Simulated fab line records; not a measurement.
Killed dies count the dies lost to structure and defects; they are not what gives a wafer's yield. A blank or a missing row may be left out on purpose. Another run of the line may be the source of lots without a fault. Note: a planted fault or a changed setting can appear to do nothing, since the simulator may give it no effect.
Which tool did it?	flow nand_harc	Sampling: 6 lots, 18 wafers, 3 of 1302 route steps

WHAT THE GAUGES READ, wafer by wafer
NHARC_P_BONDPAD_INSPECT_23.
lot	measured	on	raw_defect_count
L673	day 7 00:46	defect_inspect-01	183 350 281
L675	day 7 21:56	defect_inspect-01	184 211 182
L678	day 9 00:25	defect_inspect-01	354 550 388
L681	day 10 16:23	defect_inspect-01	534 331 444
L691	day 14 20:35	defect_inspect-02	287 339 265
L695	day 16 03:26	defect_inspect-01	520 289 304

TOOL THAT RAN EACH LOT (tool first, then ch and the chambers of the sampled wafers, then the start)
lot	NHARC_P_BONDPAD_PVD_17	NHARC_P_BONDPAD_PVD_27
L673	pvd_sputter-03, day 6 23:08	pvd_sputter-03, day 7 00:46 or earlier
L675	pvd_sputter-01, day 7 20:16	pvd_sputter-01, day 7 21:56 or earlier
L678	pvd_sputter-01, day 8 22:54	pvd_sputter-01, day 9 00:25 or earlier
L681	pvd_sputter-02, day 10 14:51	pvd_sputter-02, day 10 16:23 or earlier
L691	pvd_sputter-01, day 14 19:08	pvd_sputter-01, day 14 20:35 or earlier
L695	pvd_sputter-02, day 16 01:56	pvd_sputter-02, day 16 03:26 or earlier
- NHARC_P_BONDPAD_PVD_17: deposits TaN, target thk 5 nm, time 8.06 s.
- NHARC_P_BONDPAD_PVD_27: deposits Cu, target thk 30 nm, time 20.49 s.

THE ANSWER, worked out from the rows above alone
Rule: the usual values come from the lots themselves. The widest of any qualifying gaps counts: lots, ordered by their means at a reading, are off when they make up no more than a third of the lots, leave a main group of 4 or more, and stand apart from it by 3 or more times the standard deviation of that group's means. A main group whose means are all the same, to the digits that the tables above print for the reading, isn't used. A lot without any number at a reading at which 4 lots or more have one is off too. Any other lot the step has rows for is counted as sound.
None of the lots is off at any reading shown; this tells nothing.

WHAT THE SIMULATOR HAD INSERTED
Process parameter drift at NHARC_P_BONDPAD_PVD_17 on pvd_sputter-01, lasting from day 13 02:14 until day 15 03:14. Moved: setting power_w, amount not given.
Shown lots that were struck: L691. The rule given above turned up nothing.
